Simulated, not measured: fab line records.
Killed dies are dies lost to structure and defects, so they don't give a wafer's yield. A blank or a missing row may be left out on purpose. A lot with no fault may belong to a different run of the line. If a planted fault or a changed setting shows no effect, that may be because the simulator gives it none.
fab line records ; flow n5Finfet
[record] lots = 6; wafers = 16; lastDay = 17
route steps=1938 shown BEOL_M11@1578 PASSIVATION@1936
lots untouched by any fault: they come from a run of this same line in which no faults occurred
startH: the number of hours between the record's first day and the start of the first shown wafer of the lot ; waitH: time in hours since the lot's previous step ; " same as the row above ; L1.1+2: a row that stands for several wafers ; - no value, or no start was given ; * or withheld: withheld ; < > ~ a bound
route shown NAME@n: NAME is a module with steps in the file, n the number in the route of the first one ; usual: average and standard deviation across the fault-free wafers ; same: alike in all rows ; chamber/n: place in a boat ; sites: each site's reading ; _std_site: the values' standard deviation ; _edge_site: the outer-site mean with the inner-site mean subtracted ; radiusMm: how far each site lies from the wafer's centre ; mask NAME#n: copy n ; behind: the last tool/chamber to shape the wafer ; hold: the reason the lot was held/the length of the hold in hours/how it ended ; device: which transistor (n, p or np) failed to switch ; end of line: the route-end tests of the same wafers ; step lacking rows: just its recipe ; killed: dies that structure and defects cost at the first sort, which is not the same as the wafer's yield ; map: shows each die of a wafer: x if killed, . if not, _ if none is there
set.NAME: the run value of the setting; set.NAME@STEP: its run value at that earlier step ; model.NAME: the simulator's own value behind a step, which no gauge read
certain route steps with their lots: each step a table, each wafer a row
services: from which hour (startH, from the record's first day; less than 0 if before it) a tool's chamber was out of use, for how many hours, and why
[[steps]]
[step N5_BEOL_M11_TRENCH_ETCH_37]
[recipe] chemistry = C4F6/O2; targetDepthA = 1488.3; target = SiCOH_lowk; timeS = 48; ionEnergyEv = 250; pressureMtorr = 30; sourceW = 345; biasW = 185; Ar_flow_sccm = 300; C4F6_flow_sccm = 10; O2_flow_sccm = 10
[usual] C4F6_flow_sccm = 9.998/0.028; drypumpMotorCurrentA = 5.7/0.44; mfcArSccm = 299.9/0.9; oesProductAu = 0.74/0.071; rfVppV = 669/12; showerheadPlenumPTorr = 2.84/0.098; throttleValvePct = 20.99/0.2
lot.wafer;tool;chamber;startH;waitH;C4F6_flow_sccm;drypumpMotorCurrentA;mfcArSccm;oesProductAu;rfHoursCounterH;rfVppV;showerheadPlenumPTorr;throttleValvePct
L859.3;rieDiel-01;2;-;-;9.966;5.9;299.9;0.71;202;691;2.94;21.18
L859.4;rieDiel-01;3;-;-;9.999;5.0;299.5;0.70;212;668;2.72;21.02
L859.6;rieDiel-01;2;-;-;9.963;5.9;298.8;0.70;-;691;2.94;21.18
L863.1;rieDiel-01;0;-;-;9.984;6.0;299.2;0.76;173;662;2.72;21.12
L863.3;rieDiel-01;2;-;-;10.042;5.9;298.8;0.70;210;692;2.94;21.19
L863.6;rieDiel-01;1;-;-;10.012;6.5;300.0;0.86;-;663;2.86;20.72
L871.3;rieDiel-05;1;-;-;9.986;5.7;300.7;0.69;210;675;2.72;21.49
L871.5;rieDiel-05;2;-;-;10.043;5.6;298.9;0.69;-;644;2.93;21.07
L873.5;rieDiel-02;1;-;-;9.988;6.2;299.3;0.69;-;666;2.93;21.02
L873.6;rieDiel-02;2;-;-;9.993;5.0;299.5;0.70;-;668;2.80;20.82
L878.1;rieDiel-05;0;-;-;9.967;5.9;300.1;0.79;126;694;2.97;21.09
L878.4;rieDiel-05;1;-;-;10.033;5.7;298.6;0.69;225;676;2.72;21.51
L878.6;rieDiel-05;2;-;-;9.991;5.7;299.3;0.93;-;644;2.93;20.70
L880.1;rieDiel-01;3;-;-;9.955;5.0;299.6;0.69;248;666;2.70;21.07
L880.4;rieDiel-01;1;-;-;10.078;6.5;298.2;0.82;97;663;2.85;20.77
L880.5;rieDiel-01;1;-;-;10.011;6.5;298.7;0.83;-;662;2.85;20.78
[step N5_BEOL_M11_ETCH_41]
[recipe] chemistry = CH3F/O2; target = SiCN; targetDepthA = 426; taperDeg = 2; timeS = 86; ionEnergyEv = 120; maskMaterial = TiN; pressureMtorr = 30; sourceW = 395; biasW = 75; Ar_flow_sccm = 150; CH3F_flow_sccm = 30; O2_flow_sccm = 20
[step N5_BEOL_M11_STRIP_77]
[recipe] chemistry = N2/H2; timeS = 10; powerW = 450; tempC = 40; pressureMtorr = 20; rfFrequencyHz = 6e+07; biasPowerW = 7; n2FlowSccm = 200; h2FlowSccm = 200
[step N5_BEOL_M11_OCD_MEAS_38]
[usual] trenchDepthNm = 147.8/2.4
lot.wafer;tool;chamber;startH;waitH;trenchDepthNm
L859.3;ocd-01;-;235.90;-;144.6
L859.4;ocd-01;-;235.90;-;147.7
L859.6;ocd-01;-;235.90;-;144.3
L863.1;ocd-01;-;263.53;-;146.8
L863.3;ocd-01;-;263.53;-;145.2
L863.6;ocd-01;-;263.53;-;149.6
L871.3;ocd-01;-;309.04;-;147.1
L871.5;ocd-01;-;309.04;-;145.5
L873.5;ocd-01;-;328.73;-;146.5
L873.6;ocd-01;-;328.73;-;149.1
L878.1;ocd-01;-;354.95;-;151.0
L878.4;ocd-01;-;354.95;-;144.4
L878.6;ocd-01;-;354.95;-;148.5
L880.1;ocd-02;-;364.22;-;150.5
L880.4;ocd-02;-;364.22;-;149.0
L880.5;ocd-02;-;364.22;-;150.0
[step N5_BEOL_M11_HM_STRIP_39]
[recipe] chemistry = peroxideTinStrip; material = TiN; targetDepthA = 250; tempC = 50; timeS = 158
[step N5_BEOL_M11_SRD_40]
[recipe] timeS = 30; tempC = 23; rinseLiquid = diw; dry = ipaMarangoni
[step N5_BEOL_M11_PRECLEAN_42]
[recipe] chemistry = residueRemover; timeS = 60; tempC = 40
[step N5_BEOL_M11_SRD_43]
[recipe] timeS = 30; tempC = 23; rinseLiquid = diw; dry = ipaMarangoni
[step N5_BEOL_M11_CD_MEAS_35]
[recipe] targetCdNm = 70; polarity = opening
[usual] cdNm = 69.9/0.72
lot.wafer;tool;chamber;startH;waitH;cdNm
L859.3;cdSem-02;-;236.05;0.0;70.2
L859.4;cdSem-02;-;236.05;0.0;69.0
L859.6;cdSem-02;-;236.05;0.0;69.9
L863.1;cdSem-02;-;263.68;0.0;69.5
L863.3;cdSem-02;-;263.68;0.0;68.9
L863.6;cdSem-02;-;263.68;0.0;70.2
L871.3;cdSem-01;-;309.29;0.0;71.1
L871.5;cdSem-01;-;309.29;0.0;70.3
L873.5;cdSem-01;-;328.88;0.0;72.0
L873.6;cdSem-01;-;328.88;0.0;71.2
L878.1;cdSem-02;-;355.10;0.0;69.6
L878.4;cdSem-02;-;355.10;0.0;69.1
L878.6;cdSem-02;-;355.10;0.0;69.1
L880.1;cdSem-02;-;364.37;0.0;71.2
L880.4;cdSem-02;-;364.37;0.0;69.9
L880.5;cdSem-02;-;364.37;0.0;70.2
[step N5_BEOL_M11_CURE_72]
[recipe] tempC = 370; timeS = 120; ambient = DMADMS/He; material = SiCOH_lowk
[usual] lampPowerPct = 52.32/0.052; wafer_temp_C_max = 371.6/0.67
lot.wafer;tool;chamber;startH;waitH;lampPowerPct;wafer_temp_C_max
L859.3;uvCure-02;2;236.36;0.3;52.31;372.1
L859.4;uvCure-02;2;236.36;0.3;52.35;371.1
L859.6;uvCure-02;2;236.36;0.3;52.30;371.5
L863.1;uvCure-01;1;263.72;0.0;52.29;370.7
L863.3;uvCure-01;1;263.72;0.0;52.29;371.0
L863.6;uvCure-01;1;263.72;0.0;52.36;370.5
L871.3;uvCure-02;1;309.43;0.1;52.32;371.3
L871.5;uvCure-02;1;309.43;0.1;52.31;371.2
L873.5;uvCure-02;1;329.12;0.2;52.29;371.3
L873.6;uvCure-02;1;329.12;0.2;52.35;371.4
L878.1;uvCure-01;1;355.14;0.0;52.28;371.0
L878.4;uvCure-01;1;355.14;0.0;52.38;370.8
L878.6;uvCure-01;1;355.14;0.0;52.33;370.8
L880.1;uvCure-03;1;364.41;0.0;52.37;371.1
L880.4;uvCure-03;1;364.41;0.0;52.33;371.4
L880.5;uvCure-03;1;364.41;0.0;52.23;371.4
[step N5_BEOL_M11_DEGAS_44]
[recipe] ambient = vacuum; tempC = 250; timeS = 60
[usual] heaterPowerW = 336/44
lot.wafer;tool;chamber;startH;waitH;heaterPowerW
L859.3;pvdSputter-01;-;236.89;0.5;395
L859.4;pvdSputter-01;-;236.89;0.5;281
L859.6;pvdSputter-01;-;236.89;0.5;324
L863.1;pvdSputter-01;-;264.19;0.4;320
L863.3;pvdSputter-01;-;264.19;0.4;319
L863.6;pvdSputter-01;-;264.19;0.4;291
L871.3;pvdSputter-03;-;310.30;0.8;265
L871.5;pvdSputter-03;-;310.30;0.8;395
L873.5;pvdSputter-01;-;329.51;0.3;389
L873.6;pvdSputter-01;-;329.51;0.3;323
L878.1;pvdSputter-03;-;355.59;0.4;327
L878.4;pvdSputter-03;-;355.59;0.4;277
L878.6;pvdSputter-03;-;355.59;0.4;267
L880.1;pvdSputter-03;-;365.05;0.6;391
L880.4;pvdSputter-03;-;365.05;0.6;320
L880.5;pvdSputter-03;-;365.05;0.6;380
[step N5_BEOL_M11_PRE_CLEAN_45]
[recipe] gas = H2/He; timeS = 30; tempC = 250
[usual] heaterPowerW = 335/44
lot.wafer;tool;chamber;startH;waitH;heaterPowerW
L859.3;pvdSputter-01;-;236.93;0.0;398
L859.4;pvdSputter-01;-;236.93;0.0;288
L859.6;pvdSputter-01;-;236.93;0.0;319
L863.1;pvdSputter-01;-;264.23;0.0;314
L863.3;pvdSputter-01;-;264.23;0.0;321
L863.6;pvdSputter-01;-;264.23;0.0;285
L871.3;pvdSputter-03;-;310.34;0.0;272
L871.5;pvdSputter-03;-;310.34;0.0;389
L873.5;pvdSputter-01;-;329.55;0.0;390
L873.6;pvdSputter-01;-;329.55;0.0;317
L878.1;pvdSputter-03;-;355.63;0.0;320
L878.4;pvdSputter-03;-;355.63;0.0;271
L878.6;pvdSputter-03;-;355.63;0.0;270
L880.1;pvdSputter-03;-;365.09;0.0;395
L880.4;pvdSputter-03;-;365.09;0.0;325
L880.5;pvdSputter-03;-;365.09;0.0;389
[step N5_BEOL_M11_ALD_74]
[recipe] material = TaN; targetThkA = 20; tempC = 275; aldPrecursorFamily = PDMAT; aldCoReactant = NH3; pressureTorr = 3; carrierFlowSccm = 1500; pulseTimeS = 2; purgeTimeS = 3; coReactantPurgeTimeS = 2; coReactantPulseTimeS = 3; aldCycles = 40; precursorVesselTempC = 75; precursorVesselPressureTorr = 26.25; precursorVesselCarrierSccm = 1000
[usual] aldCycles = 40/0; heaterPowerW = 416/46
[same] purgeTimeS = 3
lot.wafer;tool;chamber;startH;waitH;aldCycles;heaterPowerW;model.TaN_of_BEOL_M11_ALD_74.thkNm
L859.3;aldMetal-04;2;237.09;0.1;40;424;2
L859.4;aldMetal-04;0;237.09;0.1;40;418;2
L859.6;aldMetal-04;2;237.09;0.1;40;411;2
L863.1;aldMetal-03;2;264.29;0.0;40;395;2
L863.3;aldMetal-03;1;264.29;0.0;40;432;2
L863.6;aldMetal-03;2;264.29;0.0;40;400;2
L871.3;aldMetal-03;2;310.40;0.0;40;397;2
L871.5;aldMetal-03;0;310.40;0.0;73;395;3.6
L873.5;aldMetal-03;3;329.72;0.2;73;329;3.6
L873.6;aldMetal-03;2;329.72;0.2;40;389;2
L878.1;aldMetal-04;2;355.69;0.0;40;423;2
L878.4;aldMetal-04;0;355.69;0.0;40;378;2
L878.6;aldMetal-04;2;355.69;0.0;40;410;2
L880.1;aldMetal-04;3;365.38;0.3;40;431;2
L880.4;aldMetal-04;0;365.38;0.3;40;386;2
L880.5;aldMetal-04;0;365.38;0.3;40;377;2
[step N5_BEOL_M11_SURFACE_TREAT_76]
[recipe] gas = Ar; timeS = *; ionEnergyEv = *; ionCurrentMaCm2 = 0.5; pressureMtorr = *; arFlowSccm = 30
[usual] throttleValvePct = *
lot.wafer;tool;chamber;startH;waitH;throttleValvePct
L859.3;pvdSputter-01;-;237.39;0.2;*
L859.4;pvdSputter-01;-;237.39;0.2;*
L859.6;pvdSputter-01;-;237.39;0.2;*
L863.1;pvdSputter-03;-;264.61;0.2;*
L863.3;pvdSputter-03;-;264.61;0.2;*
L863.6;pvdSputter-03;-;264.61;0.2;*
L871.3;pvdSputter-01;-;313.19;2.7;*
L871.5;pvdSputter-01;-;313.19;2.7;*
L873.5;pvdSputter-01;-;329.97;0.1;*
L873.6;pvdSputter-01;-;329.97;0.1;*
L878.1;pvdSputter-01;-;356.25;0.4;*
L878.4;pvdSputter-01;-;356.25;0.4;*
L878.6;pvdSputter-01;-;356.25;0.4;*
L880.1;pvdSputter-03;-;365.73;0.2;*
L880.4;pvdSputter-03;-;365.73;0.2;*
L880.5;pvdSputter-03;-;365.73;0.2;*
[step N5_PASSIVATION_PROBE_49]
[usual] defectLimitedYield = 91.0/1.3; killed_at_M0_to_M3 = 36/9.5; killed_at_M4_up = 14/5.6; killedAtContacts = 12/6.4; killedAtFrontEnd = 40/10; killedAtOther = 3.2/3; killedDies = 107/15; killedOpen = 69/12; killedShort = 35/7.7; sort_bin_5_function = 5.3/0.91; sort_bin_6_memory = 3.3/0.65; sort_bin_8_speed = 0.00/0.012; sortNPass = 1073/15; sortYieldPct = 91.0/1.3
[same] grossDies = 1180; killedAtBackSide = 0; sort_bin_4_leakage[%] = 0
lot.wafer;tool;chamber;startH;waitH;defectLimitedYield[%];killed_at_M0_to_M3;killed_at_M4_up;killedAtContacts;killedAtFrontEnd;killedAtOther;killedDies;killedOpen;killedShort;sort_bin_5_function[%];sort_bin_6_memory[%];sort_bin_8_speed[%];sortNPass;sortYieldPct[%]
L859.3;prober-02;-;275.84;0.1;90.5;37;10;19;44;2;112;68;43;5.9;3.2;0;1068;90.5
L859.4;prober-02;-;275.89;0.2;92.4;32;9;13;34;2;90;55;29;3.9;2.9;0;1090;92.4
L859.6;prober-02;-;275.99;0.3;92.6;40;7;6;32;2;87;52;34;4.2;2.8;0;1093;92.6
// killed by level:class
L859.3 FIN_SAQP:geometricParticle:short=15 MOL_CONTACT_COAG:geometricParticle:open=13 BEOL_M3:geometricParticle:open=11 FIN_SAQP:geometricParticle:open=8 BEOL_M1:geometricParticle:open=8 DUMMY_GATE:geometricParticle:open=6 BEOL_M3:geometricParticle:short=6 STI_FIN_REVEAL:geometricParticle:open=5
L859.4 BEOL_M0_SAQP:geometricParticle:short=11 MOL_CONTACT_COAG:geometricParticle:open=9 GATE_CUT:geometricParticle:short=6 BEOL_M2:geometricParticle:open=6 HKMG_FIN:areaEtch=6 FIN_SAQP:geometricParticle:open=4 STI_FIN_REVEAL:geometricParticle:open=4 DUMMY_GATE:geometricParticle:open=4
L859.6 FIN_SAQP:geometricParticle:short=14 BEOL_M1:geometricParticle:open=11 BEOL_M0_SAQP:geometricParticle:open=7 BEOL_M3:geometricParticle:open=6 BEOL_M0_SAQP:geometricParticle:short=5 BEOL_M2:geometricParticle:open=5 GATE_CUT:geometricParticle:short=5 MOL_CONTACT_COAG:geometricParticle:open=5
[[services]]
tool;chamber;startH;hours;kind
aldMetal-03;-;234.85;8.7;pm
uvCure-03;-;238.00;2.1;pm
aldMetal-03;0;250.12;27.4;repair
uvCure-02;-;257.76;1.6;repair
pvdSputter-01;-;265.37;5.6;repair
uvCure-03;-;279.94;5.0;repair
rieDiel-05;3;291.67;-;clean
rieDiel-05;3;291.67;-;consumableReplace:focusRing
rieDiel-05;3;291.67;12.5;scheduledDown
rieDiel-05;3;291.67;12.5;ventCycle
uvCure-03;-;302.61;6.0;pm
rieDiel-05;2;312.84;-;clean
rieDiel-05;2;312.84;-;consumableReplace:focusRing
aldMetal-04;-;337.25;14.0;pm
aldMetal-04;0;337.25;14.0;ventCycle
aldMetal-04;1;337.25;14.0;ventCycle
aldMetal-04;2;337.25;14.0;ventCycle
aldMetal-04;3;337.25;14.0;ventCycle
aldMetal-04;0;351.25;-;clean
aldMetal-04;1;351.25;-;clean
aldMetal-04;2;351.25;-;clean
aldMetal-04;3;351.25;-;clean
pvdSputter-01;-;363.81;5.6;repair
rieDiel-05;0;365.70;8.6;repair
[[key]]
[firstSign] step = N5_BEOL_M11_ALD_74; reading = aldCycles; direction = up; sigmas = 99+; usual = *; struck = *
effect none on later readings
[modelEffect] step = N5_BEOL_M11_ALD_74; value = TaN_of_BEOL_M11_ALD_74.thkNm; without = 2; struck = 3.6
metAt N5_BEOL_M11_ALD_74
struckWafers L871.5,L873.5
onsetBetween 264.29 310.40
[fault] kind = processParameterDrift; tool = aldMetal-03; chamber = -; onsetH = 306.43; steps = N5_BEOL_M11_ALD_74; channel = aldCycles; offset = *; shape = step; endH = 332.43; scope = struckWafersOnly; actsIn = *; stated = *
